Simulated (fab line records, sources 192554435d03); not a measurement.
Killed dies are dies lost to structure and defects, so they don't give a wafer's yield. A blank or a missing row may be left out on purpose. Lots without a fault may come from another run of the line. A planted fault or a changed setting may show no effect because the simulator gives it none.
Which tool did it? | flow n5_finfet | 11 lots, 29 wafers sampled, at 2 steps of a route of 1938

WHAT THE GAUGES READ, wafer by wafer
N5_MIM_BOT_LITHO_OVL_MEAS_11. Usual: MIM_BOT_OVL -4 nm, standard deviation 5.4.
lot  | measured     | on         | MIM_BOT_OVL (nm) | flag
L891 | day 12 10:01 | overlay-02 | -1 3             |
L895 | day 13 03:26 | overlay-01 | 6 2 1            |
L894 | day 13 03:11 | overlay-01 | 2 -4 -2          |
L896 | day 13 07:25 | overlay-02 | -1 -4 -8         |
L899 | day 14 05:37 | overlay-02 | -5 -1            |
L904 | day 15 05:33 | overlay-02 | -18 -7 -17       |
L906 | day 16 07:21 | overlay-02 | -10 -5 -3        |
L910 | day 16 18:02 | overlay-02 | -4 6 -2          |
L911 | day 17 10:57 | overlay-02 | -7 -5            |
L913 | day 17 23:38 | overlay-01 | -7 -7            |
L914 | day 17 23:36 | overlay-02 | -1 -6 -1         |

WHICH TOOL RAN EACH LOT (tool, then ch and the chambers of the sampled wafers, then the start)
lot  | N5_BEOL_M10_VIA_ETCH_34
L891 | rie_diel-06 ch 0,2, day 10 12:12
L895 | rie_diel-03 ch 0,1,3, day 11 10:41
L894 | rie_diel-06 ch 0,3, day 11 11:44
L896 | rie_diel-03 ch 0,1, day 11 18:25
L899 | rie_diel-03 ch 1,2, day 12 10:44
L904 | rie_diel-03 ch 0,2, day 13 07:07
L906 | rie_diel-03 ch 0,2,3, day 14 15:37
L910 | rie_diel-06 ch 0,1, day 14 19:44
L911 | rie_diel-02 ch 1,3, day 15 18:40
L913 | rie_diel-02 ch 1, day 16 00:19
L914 | rie_diel-06 ch 0,2,3, day 16 01:52
- N5_BEOL_M10_VIA_ETCH_34: etches SiCOH lowk in C4F6/O2, target depth 184.5 nm, time 69.2 s.

WHAT THE TOOLS THEMSELVES READ (means of the sampled wafers that have a number; where no wafer has one, the mark that the record gives instead)
N5_BEOL_M10_VIA_ETCH_34. Usual: drypump_motor_current_A 5.7 A, standard deviation 0.43; mfc_ar_sccm 300.0 sccm, standard deviation 0.86; oes_product_au 0.83 a.u., standard deviation 0.061; rf_vpp_V 666 V, standard deviation 15; showerhead_plenum_p_Torr 2.88 Torr, standard deviation 0.079; throttle_valve_pct 20.81 %, standard deviation 0.28.
lot  | tool        | drypump_motor_current_A (A) | mfc_ar_sccm (sccm) | oes_product_au (a.u.) | rf_vpp_V (V) | showerhead_plenum_p_Torr (Torr) | throttle_valve_pct (%) | flag
L891 | rie_diel-06 | 5.6                         | 299.1              | 0.83                  | 675          | 2.94                            | 20.46                  |
L895 | rie_diel-03 | 5.8                         | 299.9              | 0.83                  | 667          | 2.91                            | 20.90                  |
L894 | rie_diel-06 | 5.9                         | 301.4              | 0.82                  | 671          | 2.99                            | 20.63                  |
L896 | rie_diel-03 | 6.0                         | 300.1              | 0.82                  | 654          | 2.91                            | 21.10                  |
L899 | rie_diel-03 | 5.6                         | 299.6              | 0.85                  | 646          | 2.98                            | 20.84                  |
L904 | rie_diel-03 | 5.9                         | 301.0              | 0.80                  | 653          | 2.90                            | 21.27                  |
L906 | rie_diel-03 | 5.7                         | 299.6              | 0.80                  | 667          | 2.90                            | 21.08                  |
L910 | rie_diel-06 | 6.1                         | 299.8              | 0.76                  | 668          | 2.81                            | 20.76                  |
L911 | rie_diel-02 | 5.3                         | 299.4              | 0.82                  | 667          | 2.88                            | 20.62                  |
L913 | rie_diel-02 | 5.7                         | 300.6              | 0.88                  | 678          | 2.89                            | 20.55                  |
L914 | rie_diel-06 | 5.7                         | 299.5              | 0.78                  | 670          | 2.93                            | 20.62                  |

THE ANSWER, worked out from the rows above alone
Rule: a lot is off if the mean of its wafers that have a number lies more than 3 standard deviations from the usual mean. A lot without any number at a reading at which 4 lots or more have one is off too. The other lots that the step has rows for count as sound. The gauges are gone through in route order, then the tools' own readings, and for those a lot's mean is taken as printed above. The first step at which some lot is off is used, and at that step the reading that is off furthest; a lot without a number counts as furthest.
No lot is off at any reading shown: from this, nothing can be told.

WHAT THE SIMULATOR HAD PUT IN
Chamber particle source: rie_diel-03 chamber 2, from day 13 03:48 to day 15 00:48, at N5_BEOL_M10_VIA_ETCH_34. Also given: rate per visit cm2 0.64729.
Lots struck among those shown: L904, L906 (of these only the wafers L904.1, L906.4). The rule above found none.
